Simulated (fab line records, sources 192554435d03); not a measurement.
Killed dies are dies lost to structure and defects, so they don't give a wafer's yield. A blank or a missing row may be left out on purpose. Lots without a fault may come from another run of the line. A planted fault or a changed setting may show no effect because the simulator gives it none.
fab line records | flow n5_finfet
record lots=24 wafers=72 last_day=17
route steps=1938 shown ZERO_LAYER@15 PMOS_HMC_CHANNEL_EPI@69 FIN_SAQP@100 STI_FIN_REVEAL@211
lots that met no fault: from a run of the same line without faults
start_h: hours from the record's first day to the start of the lot's first wafer shown | wait_h: hours since the lot's step before | " the same as in the row above | L1.1+2: a row that stands for several wafers | - no value, or no start given | * or withheld: withheld | < > ~ a bound
route shown NAME@n: a module of which the file shows steps, and the number in the route of the first | usual: mean/standard deviation of fault-free wafers | same: alike in all rows | chamber/n: place in a boat | sites: the reading at each site | _std_site: their standard deviation | _edge_site: outer sites' mean less inner sites' | radius_mm: how far each site lies from the wafer's centre | mask NAME#n: copy n | behind: the tool/chamber that last shaped the wafer | hold: why the lot was held/for how many hours/how that ended | device: the transistor (n, p or np) that didn't switch | end of line: the same wafers' tests at the end of the route | a step without rows: its recipe alone | killed: dies lost to structure and defects at the first sort, not the wafer's yield | map: a wafer's dies, x killed, . not, _ none there
set.NAME: the setting as run; set.NAME@STEP: as run at that earlier step | model.NAME: the simulator's own value behind a step, which no gauge read
steps of the route over a sample of lots; a table a step, a row a wafer
services: from which hour (start_h, from the record's first day; less than 0 if before it) a tool's chamber was out of use, for how many hours, and why
## steps
# step N5_ZERO_LAYER_ETCH_17
# recipe chemistry=CF4 target=SiO2 target_depth_a=120 time_s=13.3 ion_energy_ev=350 pressure_mtorr=40 source_w=450 bias_w=215 Ar_flow_sccm=100 cf4_flow_sccm=100
# usual drypump_motor_current_A=5.7/0.44 oes_product_au=0.77/0.062 rf_vpp_V=948/3.5 showerhead_plenum_p_Torr=2.14/0.054 throttle_valve_pct=15.67/0.14
# columns lot.wafer tool chamber start_h wait_h drypump_motor_current_A oes_product_au rf_hours_counter_h rf_vpp_V showerhead_plenum_p_Torr throttle_valve_pct
L074.2 rie_diel-02 1 12.73 0.0 6.0 0.82 62 946 2.09 15.82
L074.3 " 0 " " 5.8 0.76 155 949 2.13 15.75
L074.5 " 3 " " 5.8 0.75 - 948 2.14 15.48
L075.1 rie_diel-05 3 18.72 0.0 6.1 0.88 45 945 2.11 15.60
L075.3 " 1 " " 6.4 0.71 184 953 2.23 15.66
L075.5 " 1 " " 6.3 0.71 - 953 2.23 15.65
L076.1 rie_diel-04 3 24.71 0.0 5.3 0.74 197 947 2.13 15.41
L076.4 " 0 " " 5.2 0.76 - 944 2.07 15.71
L076.6 " 2 " " 6.2 0.78 - 951 2.15 15.79
L077.2 rie_diel-05 2 30.71 0.0 5.3 0.75 137 954 2.23 15.48
L077.5 " 3 " " 6.1 0.86 - 945 2.10 15.61
L077.6 " 0 " " 6.1 0.90 - 952 2.19 15.70
L078.1 rie_diel-05 2 36.72 0.0 5.3 0.75 139 954 2.23 15.49
L078.2 " 1 " " 6.3 0.71 188 953 2.23 15.67
L078.4 " 3 " " 6.1 0.85 - 945 2.10 15.60
L079.1 rie_diel-02 3 42.81 0.0 5.8 0.73 188 948 2.13 15.50
L079.2 " 1 " " 6.0 0.81 71 947 2.08 15.86
L079.5 " 3 " " 5.8 0.74 - 948 2.13 15.49
L080.2 rie_diel-04 2 48.73 0.0 6.2 0.78 117 950 2.15 15.82
L080.3 " 0 " " 5.2 0.75 148 942 2.07 15.74
L080.4 " 2 " " 6.2 0.76 - 948 2.15 15.81
L081.2 rie_diel-04 0 54.73 0.0 5.2 0.75 151 943 2.07 15.75
L081.4 " 2 " " 6.2 0.77 - 949 2.15 15.82
L081.5 " 0 " " 5.2 0.74 - 944 2.07 15.75
L082.1 rie_diel-04 2 60.73 0.0 6.2 0.76 122 949 2.15 15.83
L082.3 " 3 " " 5.2 0.71 212 948 2.12 15.45
L082.6 " 3 " " 5.3 0.72 - 948 2.12 15.45
L083.1 rie_diel-04 3 66.73 0.0 5.3 0.72 214 946 2.12 15.45
L083.2 " 2 " " 6.2 0.77 124 948 2.15 15.84
L083.3 " 0 " " 5.2 0.75 155 944 2.06 15.75
L084.2 rie_diel-04 0 72.95 0.0 5.2 0.75 157 943 2.06 15.75
L084.5 " 2 " " 6.2 0.76 - 949 2.15 15.82
L084.6 " 3 " " 5.3 0.72 - 947 2.12 15.44
L085.1 rie_diel-05 0 78.85 0.0 6.1 0.88 33 952 2.19 15.74
L085.4 " 3 " " 6.1 0.83 - 944 2.10 15.63
L085.5 " 0 " " 6.0 0.89 - 952 2.19 15.73
L086.2 rie_diel-02 2 84.73 0.0 6.3 0.75 144 953 2.23 15.75
L086.4 " 3 " " 5.8 0.73 199 947 2.13 15.51
L086.6 " 3 " " 5.8 0.73 - 948 2.13 15.52
L087.1 rie_diel-02 3 90.84 0.0 5.8 0.72 200 950 2.13 15.51
L087.3 " 0 " " 5.7 0.74 177 949 2.12 15.79
L087.5 " 0 " " 5.8 0.74 - 950 2.12 15.80
L088.1 rie_diel-04 3 96.86 0.0 5.3 0.71 226 946 2.12 15.44
L088.2 " 2 " " 6.2 0.76 136 950 2.14 15.85
L088.4 " 0 " " 5.2 0.74 168 944 2.06 15.78
L089.2 rie_diel-04 0 102.75 0.0 5.2 0.73 169 942 2.06 15.76
L089.3 " 1 " " 5.2 0.91 13 951 2.19 15.55
L089.5 " 2 " " 6.2 0.76 - 949 2.14 15.84
L090.2 rie_diel-04 3 108.84 0.0 5.3 0.71 228 947 2.12 15.48
L090.3 " 0 " " 5.3 0.73 172 944 2.06 15.77
L090.4 " 2 " " 6.2 0.75 141 949 2.14 15.86
L091.3 rie_diel-05 2 114.86 0.0 5.4 0.73 168 953 2.22 15.53
L091.4 " 1 " " 6.3 0.69 211 953 2.22 15.71
L091.6 " 0 " " 6.1 0.87 - 952 2.18 15.75
L092.1 rie_diel-04 0 120.95 0.0 5.2 0.73 176 943 2.06 15.79
L092.2 " 1 " " 5.2 0.90 20 953 2.19 15.57
L092.5 " 1 " " 5.2 0.89 - 950 2.19 15.57
L093.4 rie_diel-04 0 127.09 0.0 5.2 0.73 178 945 2.06 15.79
L093.5 " 0 " " 5.2 0.73 - 943 2.06 15.79
L093.6 " 3 " " 5.3 0.71 - 947 2.11 15.48
L094.2 rie_diel-04 0 132.91 0.0 5.2 0.72 180 943 2.06 15.80
L094.3 " 2 " " 6.2 0.74 148 950 2.14 15.89
L094.4 " 1 " " 5.2 0.88 24 951 2.19 15.60
L095.1 rie_diel-05 2 138.71 0.0 5.3 0.72 174 952 2.21 15.55
L095.4 " 3 " " 6.1 0.82 84 946 2.09 15.65
L095.5 " 1 " " 6.3 0.69 - 953 2.22 15.72
L096.1 rie_diel-02 1 144.72 0.0 6.0 0.78 101 944 2.07 15.90
L096.2 " 2 " " 6.2 0.73 159 954 2.22 15.76
L096.6 " 1 " " 6.0 0.78 - 945 2.07 15.89
L097.1 rie_diel-04 1 151.01 0.0 5.2 0.87 29 951 2.19 15.60
L097.3 " 3 " " 5.3 0.70 240 947 2.11 15.50
L097.5 " 2 " " 6.2 0.73 - 947 2.14 15.86
# step N5_PMOS_HMC_CHANNEL_EPI_ETCH_32
# recipe chemistry=N2/H2 target=BARC stop_on=SiO2 target_depth_a=858 over_etch_frac=0.3 time_s=50.3 ion_energy_ev=200 mask_material=CAR-ArF-block pressure_mtorr=30 source_w=840 bias_w=150 n2_flow_sccm=200 h2_flow_sccm=200
# usual drypump_motor_current_A=5.9/0.38 h2_flow_sccm=199.9/0.6 oes_product_au=0.67/0.05 rf_vpp_V=524.2/2.2 showerhead_plenum_p_Torr=2.55/0.078 throttle_valve_pct=17.87/0.18
# columns lot.wafer tool chamber start_h wait_h drypump_motor_current_A h2_flow_sccm oes_product_au rf_hours_counter_h rf_vpp_V showerhead_plenum_p_Torr throttle_valve_pct
L074.2 rie_diel-02 3 16.89 0.0 5.9 200.0 0.64 180 523.5 2.53 17.73
L074.3 " 2 " " 6.3 200.1 0.66 125 525.8 2.66 17.92
L074.5 " 1 " " 6.1 199.7 0.70 - 523.2 2.48 18.16
L075.1 rie_diel-05 3 23.89 0.0 6.1 201.9 0.73 47 523.4 2.46 17.50
L075.3 " 0 " " 6.1 199.9 0.78 - 525.7 2.59 17.87
L075.5 " 3 " " 6.1 201.3 0.72 - 521.4 2.46 17.50
L076.1 rie_diel-02 1 29.33 0.0 6.0 200.4 0.70 67 520.7 2.48 18.15
L076.4 " 3 " " 5.9 199.7 0.63 183 524.3 2.53 17.74
L076.6 " 2 " " 6.3 199.8 0.65 - 526.7 2.66 17.92
L077.2 rie_diel-02 1 36.28 0.0 6.0 199.8 0.71 69 521.8 2.47 18.16
L077.5 " 0 " " 5.8 200.2 0.66 - 523.6 2.53 17.99
L077.6 " 1 " " 6.1 199.0 0.70 - 522.4 2.47 18.16
L078.1 rie_diel-02 0 41.06 0.0 5.8 200.7 0.65 163 523.0 2.53 17.99
L078.2 " 1 " " 6.0 200.0 0.69 70 522.0 2.47 18.18
L078.4 " 3 " " 5.9 199.4 0.65 187 522.8 2.53 17.73
L079.1 rie_diel-04 3 47.06 0.0 5.3 200.1 0.61 206 521.4 2.51 17.55
L079.2 " 2 " " 6.2 198.2 0.66 117 524.3 2.55 17.93
L079.5 " 2 " " 6.2 199.8 0.66 - 523.4 2.55 17.94
L080.2 rie_diel-05 2 53.64 0.0 5.3 199.3 0.64 148 526.6 2.67 17.74
L080.3 " 1 " " 6.3 200.7 0.61 196 525.9 2.64 17.84
L080.4 " 0 " " 6.1 198.7 0.76 24 525.8 2.58 17.88
L081.2 rie_diel-05 3 59.45 0.0 6.1 200.1 0.71 62 521.5 2.45 17.54
L081.4 " 1 " " 6.3 199.9 0.60 198 526.1 2.64 17.88
L081.5 " 3 " " 6.1 199.8 0.71 - 524.2 2.45 17.56
L082.1 rie_diel-02 1 65.38 0.0 6.0 200.8 0.69 77 520.8 2.47 18.19
L082.3 " 0 " " 5.8 200.6 0.65 170 524.0 2.53 18.01
L082.6 " 0 " " 5.8 199.2 0.65 - 522.4 2.53 18.00
L083.1 rie_diel-05 2 71.41 0.0 5.3 201.0 0.63 152 526.1 2.66 17.76
L083.2 " 3 " " 6.1 199.5 0.70 66 523.0 2.45 17.56
L083.3 " 0 " " 6.1 200.4 0.75 29 524.4 2.58 17.90
L084.2 rie_diel-05 3 78.02 0.0 6.1 200.5 0.70 69 521.6 2.45 17.56
L084.5 " 3 " " 6.1 201.0 0.70 - 522.7 2.45 17.55
L084.6 " 2 " " 5.3 199.5 0.64 - 526.7 2.66 17.77
L085.1 rie_diel-02 2 83.73 0.0 6.3 201.0 0.64 144 528.0 2.65 17.95
L085.4 " 3 " " 5.8 199.8 0.62 199 522.0 2.52 17.76
L085.5 " 0 " " 5.8 199.6 0.65 - 524.9 2.53 18.01
L086.2 rie_diel-02 3 90.08 0.0 5.8 199.2 0.62 200 524.2 2.52 17.77
L086.4 " 0 " " 5.8 199.3 0.64 177 523.9 2.53 18.00
L086.6 " 1 " " 6.0 200.3 0.68 - 522.6 2.47 18.20
L087.1 rie_diel-05 3 95.32 0.0 6.1 199.9 0.70 75 521.3 2.45 17.57
L087.3 " 0 " " 6.1 199.8 0.74 39 525.8 2.58 17.92
L087.5 " 1 " " 6.4 199.5 0.60 - 526.8 2.63 17.87
L088.1 rie_diel-05 2 102.24 0.0 5.3 200.1 0.63 164 526.6 2.66 17.79
L088.2 " 1 " " 6.3 200.0 0.61 207 527.0 2.63 17.88
L088.4 " 0 " " 6.1 199.8 0.74 40 526.3 2.58 17.90
L089.2 rie_diel-05 0 107.29 0.0 6.1 199.7 0.74 42 525.5 2.58 17.92
L089.3 " 1 " " 6.3 201.2 0.61 209 527.1 2.63 17.88
L089.5 " 1 " " 6.3 200.5 0.60 - 526.9 2.63 17.87
L090.2 rie_diel-05 3 113.56 0.0 6.1 200.9 0.69 78 522.0 2.45 17.57
L090.3 " 0 " " 6.1 199.6 0.73 44 526.6 2.58 17.90
L090.4 " 2 " " 5.3 199.8 0.62 167 527.6 2.66 17.80
L091.3 rie_diel-04 1 119.53 0.0 5.2 200.6 0.78 20 526.3 2.60 17.78
L091.4 " 3 " " 5.3 200.3 0.60 230 522.1 2.50 17.58
L091.6 " 1 " " 5.2 199.5 0.78 - 525.1 2.60 17.78
L092.1 rie_diel-04 3 125.77 0.0 5.3 200.0 0.60 232 522.8 2.50 17.59
L092.2 " 2 " " 6.2 199.7 0.64 145 522.3 2.54 17.98
L092.5 " 0 " " 5.2 200.0 0.63 - 521.2 2.43 17.92
L093.4 rie_diel-02 0 131.77 0.0 5.8 200.2 0.63 190 523.5 2.52 18.03
L093.5 " 1 " " 6.0 200.0 0.68 - 523.5 2.46 18.21
L093.6 " 0 " " 5.8 200.1 0.64 - 523.7 2.52 18.05
L094.2 rie_diel-05 1 137.66 0.0 6.3 199.8 0.60 218 525.7 2.63 17.88
L094.3 " 0 " " 6.1 200.3 0.73 51 525.3 2.57 17.93
L094.4 " 2 " " 5.3 199.1 0.62 174 526.4 2.66 17.79
L095.1 rie_diel-05 2 143.62 0.0 5.4 200.3 0.62 176 527.5 2.65 17.79
L095.4 " 3 " " 6.1 199.9 0.69 - 522.2 2.44 17.58
L095.5 " 2 " " 5.3 201.1 0.63 - 526.4 2.65 17.80
L096.1 rie_diel-04 2 149.68 0.0 6.2 200.5 0.63 152 523.7 2.53 17.97
L096.2 " 0 " " 5.2 200.2 0.61 185 520.3 2.43 17.94
L096.6 " 0 " " 5.2 200.1 0.63 - 518.6 2.43 17.92
L097.1 rie_diel-02 0 155.30 0.0 5.8 200.0 0.63 198 523.9 2.52 18.06
L097.3 " 2 " " 6.3 199.5 0.63 161 525.7 2.64 17.98
L097.5 " 2 " " 6.3 199.8 0.63 - 526.3 2.64 17.97
# step N5_PMOS_HMC_CHANNEL_EPI_THK_MEAS_22
# recipe reads=SiGe30_of_PMOS_HMC_CHANNEL_EPI_EPI_20
# usual HMC_CMP_THK=53.8/0.84
# columns lot.wafer tool chamber start_h wait_h HMC_CMP_THK[nm]
L074.2 film_metro-01 - 19.52 - 53.1
L074.3 " - " " 55.5
L074.5 " - " " 53.1
L075.1 film_metro-01 - 26.18 - 52.7
L075.3 " - " " 54.9
L075.5 " - " " 55.0
L076.1 film_metro-01 - 31.96 - 53.5
L076.4 " - " " 54.7
L076.6 " - " " 55.3
L077.2 film_metro-01 - 38.70 - 53.5
L077.5 " - " " 53.7
L077.6 " - " " 53.4
L078.1 film_metro-01 - 43.29 - 55.3
L078.2 " - " " 53.4
L078.4 " - " " 55.5
L079.1 film_metro-01 - 49.28 - 53.5
L079.2 " - " " 55.3
L079.5 " - " " 53.3
L080.2 film_metro-01 - 55.87 - 55.4
L080.3 " - " " 53.9
L080.4 " - " " 54.4
L081.2 film_metro-01 - 61.70 - 53.1
L081.4 " - " " 54.4
L081.5 " - " " 54.0
L082.1 film_metro-02 - 67.89 - 54.7
L082.3 " - " " 53.2
L082.6 " - " " 53.0
L083.1 film_metro-02 - 74.38 - 54.8
L083.2 " - " " 54.3
L083.3 " - " " 53.0
L084.2 film_metro-02 - 80.59 - 53.6
L084.5 " - " " 54.2
L084.6 " - " " 53.5
L085.1 film_metro-01 - 86.25 - 53.1
L085.4 " - " " 53.0
L085.5 " - " " 53.0
L086.2 film_metro-01 - 92.40 - 55.0
L086.4 " - " " 52.8
L086.6 " - " " 52.9
L087.1 film_metro-01 - 97.84 - 53.0
L087.3 " - " " 52.7
L087.5 " - " " 53.2
L088.1 film_metro-02 - 104.75 - 55.4
L088.2 " - " " 53.0
L088.4 " - " " 53.5
L089.2 film_metro-02 - 109.73 - 54.0
L089.3 " - " " 54.5
L089.5 " - " " 54.9
L090.2 film_metro-02 - 116.49 - 55.7
L090.3 " - " " 54.7
L090.4 " - " " 53.6
L091.3 film_metro-02 - 121.75 - 54.8
L091.4 " - " " 53.8
L091.6 " - " " 54.0
L092.1 film_metro-01 - 127.99 - 53.2
L092.2 " - " " 52.8
L092.5 " - " " 52.7
L093.4 film_metro-02 - 134.39 - 53.8
L093.5 " - " " 53.1
L093.6 " - " " 53.5
L094.2 film_metro-02 - 140.13 - 52.2
L094.3 " - " " 52.4
L094.4 " - " " 52.8
L095.1 film_metro-01 - 146.35 - 53.0
L095.4 " - " " 53.9
L095.5 " - " " 53.3
L096.1 film_metro-02 - 152.38 - 53.3
L096.2 " - " " 53.6
L096.6 " - " " 54.2
L097.1 film_metro-02 - 157.73 - 54.9
L097.3 " - " " 53.3
L097.5 " - " " 53.6
# step N5_FIN_SAQP_PECVD_06
# recipe material=a-Si target_thk_a=600 temp_c=400 precursor=SiH4/He pressure_torr=3 rf_w=100 time_s=48.1
# usual heater_power_w=820/88 showerhead_plenum_p_Torr=5.68/0.048 throttle_valve_pct=18.3/1.2
# columns lot.wafer tool chamber start_h wait_h heater_power_w showerhead_plenum_p_Torr throttle_valve_pct
L074.2 pecvd-02 2 20.98 0.0 799 5.64 20.6
L074.3 " 1 " " 699 5.75 17.9
L074.5 " 1 " " 695 5.76 18.0
L075.1 pecvd-02 1 27.76 0.0 656 5.75 17.8
L075.3 " 0 " " 991 5.65 18.3
L075.5 " 1 " " 669 5.74 17.7
L076.1 pecvd-02 0 33.34 0.0 933 5.65 18.5
L076.4 " 1 " " 742 5.75 17.9
L076.6 " 0 " " 963 5.62 18.3
L077.2 pecvd-02 0 39.98 0.0 989 5.64 18.5
L077.5 " 1 " " 691 5.75 18.0
L077.6 " 0 " " 998 5.63 18.4
L078.1 pecvd-01 1 44.57 0.0 949 5.69 21.3
L078.2 " 0 " " 848 5.62 19.7
L078.4 " 1 " " 952 5.70 21.4
L079.1 pecvd-02 0 50.56 0.0 924 5.65 18.5
L079.2 " 1 " " 654 5.74 18.0
L079.5 " 1 " " 665 5.77 17.7
L080.2 pecvd-01 0 57.15 0.0 726 5.61 19.5
L080.3 " 1 " " 925 5.70 21.5
L080.4 " 1 " " 919 5.70 21.6
L081.2 pecvd-02 0 63.08 0.0 849 5.63 18.6
L081.4 " 1 " " 760 5.74 18.0
L081.5 " 0 " " 852 5.64 18.6
L082.1 pecvd-03 1 69.12 0.0 877 5.72 18.1
L082.3 " 0 " " 792 5.62 18.8
L082.6 " 0 " " 789 5.63 18.4
L083.1 pecvd-03 0 75.70 0.0 751 5.62 18.6
L083.2 " 1 " " 827 5.72 18.4
L083.3 " 2 " " 817 5.71 17.6
L084.2 pecvd-03 1 81.81 0.0 849 5.72 17.9
L084.5 " 2 " " 808 5.70 17.6
L084.6 " 0 " " 683 5.63 18.4
L085.1 pecvd-03 0 87.95 0.0 820 5.63 18.6
L085.4 " 1 " " 883 5.74 18.3
L085.5 " 2 " " 837 5.69 17.4
L086.2 pecvd-03 1 94.94 0.0 873 5.71 17.9
L086.4 " 0 " " 809 5.60 18.5
L086.6 " 2 " " 824 5.70 17.5
L087.1 pecvd-03 1 99.07 0.0 796 5.73 18.3
L087.3 " 0 " " 819 5.62 18.9
L087.5 " 2 " " 847 5.69 17.4
L088.1 pecvd-02 2 106.69 0.0 692 5.63 16.6
L088.2 " 0 " " 1008 5.64 18.5
L088.4 " 2 " " 690 5.63 16.4
L089.2 pecvd-03 1 111.67 0.0 885 5.73 18.3
L089.3 " 0 " " 779 5.63 18.7
L089.5 " 2 " " 833 5.69 17.6
L090.2 pecvd-02 0 117.91 0.0 988 5.64 18.5
L090.3 " 1 " " 711 5.75 17.7
L090.4 " 1 " " 701 5.75 17.8
L091.3 pecvd-02 0 122.98 0.0 904 5.64 18.8
L091.4 " 2 " " 735 5.64 16.4
L091.6 " 1 " " 728 5.76 17.8
L092.1 pecvd-01 2 129.32 0.0 848 5.70 17.9
L092.2 " 1 " " 865 5.70 21.2
L092.5 " 1 " " 878 5.69 21.5
L093.4 pecvd-02 2 135.73 0.0 742 5.65 16.5
L093.5 " 0 " " 848 5.63 19.1
L093.6 " 1 " " 743 5.75 18.1
L094.2 pecvd-01 1 141.59 0.0 810 5.69 21.3
L094.3 " 0 " " 816 5.62 19.4
L094.4 " 2 " " 832 5.70 17.9
L095.1 pecvd-03 2 147.80 0.0 713 5.71 17.5
L095.4 " 2 " " 714 5.71 17.6
L095.5 " 0 " " 725 5.64 18.3
L096.1 pecvd-01 1 153.99 0.0 929 5.70 21.4
L096.2 " 2 " " 921 5.70 17.9
L096.6 " 2 " " 913 5.70 18.1
L097.1 pecvd-02 2 159.28 0.0 791 5.64 16.5
L097.3 " 1 " " 739 5.74 17.8
L097.5 " 0 " " 936 5.64 18.9
# step N5_FIN_SAQP_SPACER2_ETCHBACK_29
# recipe chemistry=CHF3/O2 mode=anisotropic_etchback target=SiO2 target_depth_a=122 time_s=6.1 pressure_mtorr=30 source_w=650 bias_w=170 Ar_flow_sccm=200 CHF3_flow_sccm=50 O2_flow_sccm=5 ion_energy_ev=200
# usual drypump_motor_current_A=5.5/0.49 oes_product_au=0.79/0.073 rf_vpp_V=525/7.2 showerhead_plenum_p_Torr=2.42/0.081 throttle_valve_pct=18.90/0.24
# columns lot.wafer tool chamber start_h wait_h drypump_motor_current_A oes_product_au rf_hours_counter_h rf_vpp_V showerhead_plenum_p_Torr throttle_valve_pct
L074.2 rie_diel-06 2 25.11 0.2 5.2 0.87 59 531 2.34 18.87
L074.3 " 1 " " 5.4 0.85 50 533 2.46 18.83
L074.5 " 2 " " 5.2 0.87 - 530 2.34 18.85
L075.1 rie_diel-03 2 32.98 0.5 5.8 0.76 157 525 2.32 19.02
L075.3 " 0 " " 6.3 0.74 172 527 2.50 19.03
L075.5 " 3 " " 5.8 0.69 - 529 2.47 19.15
L076.1 rie_diel-03 0 37.51 0.2 6.3 0.73 173 528 2.50 19.04
L076.4 " 1 " " 4.8 0.86 47 525 2.37 18.52
L076.6 " 1 " " 4.8 0.86 - 523 2.37 18.53
L077.2 rie_diel-03 2 43.93 0.2 5.8 0.74 161 527 2.32 19.01
L077.5 " 2 " " 5.7 0.74 - 526 2.32 19.01
L077.6 " 1 " " 4.8 0.86 - 523 2.37 18.53
L078.1 rie_diel-03 0 49.44 0.2 6.3 0.74 178 528 2.49 19.03
L078.2 " 2 " " 5.8 0.74 163 526 2.32 19.02
L078.4 " 1 " " 4.8 0.86 51 524 2.37 18.55
L079.1 rie_diel-01 0 54.67 0.2 5.6 0.76 167 527 2.39 19.00
L079.2 " 2 " " 5.1 0.83 66 517 2.55 19.15
L079.5 " 2 " " 5.1 0.83 - 517 2.55 19.15
L080.2 rie_diel-06 0 62.09 0.2 5.1 0.76 152 512 2.50 19.05
L080.3 " 1 " " 5.4 0.84 63 534 2.45 18.85
L080.4 " 3 " " 4.9 0.88 37 530 2.35 18.44
L081.2 rie_diel-01 1 67.02 0.2 5.7 0.70 223 514 2.38 19.02
L081.4 " 2 " " 5.1 0.81 70 517 2.55 19.16
L081.5 " 0 " " 5.7 0.76 - 527 2.39 19.01
L082.1 rie_diel-01 2 73.47 0.2 5.1 0.82 74 517 2.55 19.16
L082.3 " 1 " " 5.7 0.69 227 513 2.38 19.03
L082.6 " 2 " " 5.1 0.82 - 517 2.55 19.16
L083.1 rie_diel-01 0 81.00 0.2 5.6 0.76 177 526 2.39 19.01
L083.2 " 2 " " 5.1 0.82 76 517 2.55 19.18
L083.3 " 1 " " 5.8 0.70 229 512 2.38 19.01
L084.2 rie_diel-06 3 86.59 0.2 4.9 0.86 46 532 2.34 18.44
L084.5 " 1 " " 5.4 0.82 - 533 2.45 18.85
L084.6 " 3 " " 4.9 0.85 - 532 2.34 18.46
L085.1 rie_diel-01 1 93.34 0.2 5.7 0.69 235 513 2.37 19.05
L085.4 " 3 " " 6.5 0.93 19 532 2.55 18.50
L085.5 " 2 " " 5.1 0.81 - 518 2.54 19.19
L086.2 rie_diel-06 0 99.53 0.2 5.1 0.74 166 511 2.49 19.06
L086.4 " 2 " " 5.2 0.84 83 531 2.33 18.91
L086.6 " 2 " " 5.2 0.84 - 530 2.33 18.92
L087.1 rie_diel-01 2 103.29 0.2 5.1 0.81 85 515 2.54 19.17
L087.3 " 0 " " 5.6 0.74 186 526 2.38 19.03
L087.5 " 2 " " 5.1 0.79 - 517 2.54 19.20
L088.1 rie_diel-06 1 111.67 0.3 5.3 0.82 79 533 2.45 18.90
L088.2 " 2 " " 5.2 0.85 87 532 2.33 18.90
L088.4 " 3 " " 4.9 0.85 55 531 2.34 18.47
L089.2 rie_diel-01 1 116.60 0.2 5.8 0.68 242 512 2.37 19.05
L089.3 " 2 " " 5.1 0.80 89 517 2.54 19.19
L089.5 " 3 " " 6.5 0.90 - 534 2.55 18.52
L090.2 rie_diel-06 3 122.36 0.2 4.9 0.83 60 533 2.34 18.47
L090.3 " 0 " " 5.1 0.74 173 512 2.49 19.09
L090.4 " 2 " " 5.2 0.82 91 531 2.33 18.91
L091.3 rie_diel-03 1 127.28 0.2 4.8 0.82 80 524 2.36 18.58
L091.4 " 2 " " 5.8 0.71 - 526 2.31 19.06
L091.6 " 0 " " 6.3 0.72 - 527 2.48 19.07
L092.1 rie_diel-01 2 133.50 0.2 5.1 0.80 94 519 2.54 19.20
L092.2 " 1 " " 5.7 0.68 246 512 2.37 19.04
L092.5 " 2 " " 5.1 0.79 - 516 2.54 19.20
L093.4 rie_diel-06 2 140.12 0.2 5.2 0.83 97 530 2.33 18.93
L093.5 " 3 " " 4.9 0.82 - 531 2.34 18.49
L093.6 " 0 " " 5.0 0.74 - 513 2.49 19.11
L094.2 rie_diel-03 1 146.05 0.2 4.8 0.81 88 523 2.35 18.59
L094.3 " 0 " " 6.3 0.71 214 528 2.48 19.11
L094.4 " 3 " " 5.8 0.98 3 527 2.46 18.81
L095.1 rie_diel-03 2 152.00 0.2 5.8 0.71 200 525 2.30 19.09
L095.4 " 3 " " 5.8 0.97 5 528 2.46 18.81
L095.5 " 0 " " 6.2 0.71 - 526 2.48 19.10
L096.1 rie_diel-01 2 158.18 0.2 5.1 0.79 102 517 2.54 19.23
L096.2 " 3 " " 6.5 0.86 42 531 2.54 18.54
L096.6 " 3 " " 6.5 0.88 - 533 2.54 18.55
L097.1 rie_diel-06 1 163.26 0.2 5.4 0.80 98 532 2.44 18.92
L097.3 " 3 " " 4.9 0.82 72 530 2.33 18.46
L097.5 " 1 " " 5.3 0.79 - 532 2.44 18.91
# step N5_STI_FIN_REVEAL_INSPECT_13
# recipe inspect_instrument=darkfield mode=post_clean
# usual raw_defect_count=11/4.8
# columns lot.wafer tool chamber start_h wait_h raw_defect_count
L074.2 defect_inspect-02 - 36.84 0.0 15
L074.3 " - " " 10
L074.5 " - " " 11
L075.1 defect_inspect-01 - 44.96 0.0 4
L075.3 " - " " 10
L075.5 " - " " 10
L076.1 defect_inspect-02 - 48.94 0.0 9
L076.4 " - " " 13
L076.6 " - " " 8
L077.2 defect_inspect-01 - 55.25 0.0 12
L077.5 " - " " 4
L077.6 " - " " 4
L078.1 defect_inspect-01 - 60.98 0.0 13
L078.2 " - " " 7
L078.4 " - " " 5
L079.1 defect_inspect-01 - 65.68 0.0 21
L079.2 " - " " 11
L079.5 " - " " 17
L080.2 defect_inspect-02 - 73.21 0.0 6
L080.3 " - " " 10
L080.4 " - " " 8
L081.2 defect_inspect-01 - 77.96 0.0 12
L081.4 " - " " 3
L081.5 " - " " 9
L082.1 defect_inspect-01 - 84.52 0.0 13
L082.3 " - " " 14
L082.6 " - " " 2
L083.1 defect_inspect-01 - 92.43 0.0 6
L083.2 " - " " 8
L083.3 " - " " 5
L084.2 defect_inspect-02 - 97.82 0.0 8
L084.5 " - " " 17
L084.6 " - " " 7
L085.1 defect_inspect-02 - 104.78 0.0 14
L085.4 " - " " 11
L085.5 " - " " 16
L086.2 defect_inspect-02 - 110.54 0.0 7
L086.4 " - " " 8
L086.6 " - " " 12
L087.1 defect_inspect-02 - 115.00 0.0 12
L087.3 " - " " 20
L087.5 " - " " 7
L088.1 defect_inspect-02 - 122.65 0.0 20
L088.2 " - " " 16
L088.4 " - " " 16
L089.2 defect_inspect-01 - 128.09 0.0 8
L089.3 " - " " 9
L089.5 " - " " 14
L090.2 defect_inspect-01 - 133.28 0.0 9
L090.3 " - " " 12
L090.4 " - " " 8
L091.3 defect_inspect-01 - 138.36 0.0 13
L091.4 " - " " 13
L091.6 " - " " 16
L092.1 defect_inspect-02 - 144.54 0.0 7
L092.2 " - " " 15
L092.5 " - " " 10
L093.4 defect_inspect-01 - 152.15 0.0 13
L093.5 " - " " 12
L093.6 " - " " 9
L094.2 defect_inspect-02 - 157.35 0.0 8
L094.3 " - " " 14
L094.4 " - " " 12
L095.1 defect_inspect-02 - 162.82 0.0 20
L095.4 " - " " 5
L095.5 " - " " 12
L096.1 defect_inspect-01 - 169.54 0.0 12
L096.2 " - " " 7
L096.6 " - " " 9
L097.1 defect_inspect-01 - 174.62 0.0 11
L097.3 " - " " 8
L097.5 " - " " 10
## services
# columns tool chamber start_h hours kind
rie_diel-06 2 2.24 10.3 repair
rie_diel-04 1 3.07 86.5 repair
pecvd-03 0 10.49 3.3 repair
rie_diel-04 3 11.12 5.8 repair
rie_diel-05 2 11.22 13.7 repair
rie_diel-05 1 20.85 5.0 repair
rie_diel-05 0 35.38 14.7 repair
rie_diel-02 - 50.71 2.8 repair
rie_diel-06 - 54.77 0.3 repair
rie_diel-03 2 54.77 2.2 repair
pecvd-03 - 62.01 2.6 repair
rie_diel-01 3 68.92 12.7 repair
rie_diel-05 1 75.65 12.2 repair
rie_diel-06 - 89.79 0.7 repair
rie_diel-04 3 102.34 4.6 repair
rie_diel-02 2 104.30 10.3 repair
rie_diel-05 3 106.16 6.8 repair
pecvd-02 - 136.08 14.6 pm
rie_diel-05 1 139.32 17.3 repair
pecvd-03 - 141.25 0.5 repair
rie_diel-02 3 143.02 4.5 repair
rie_diel-04 0 150.47 3.8 repair
pecvd-02 0 153.68 4.6 repair
rie_diel-02 3 155.23 9.1 repair
## key
fault none
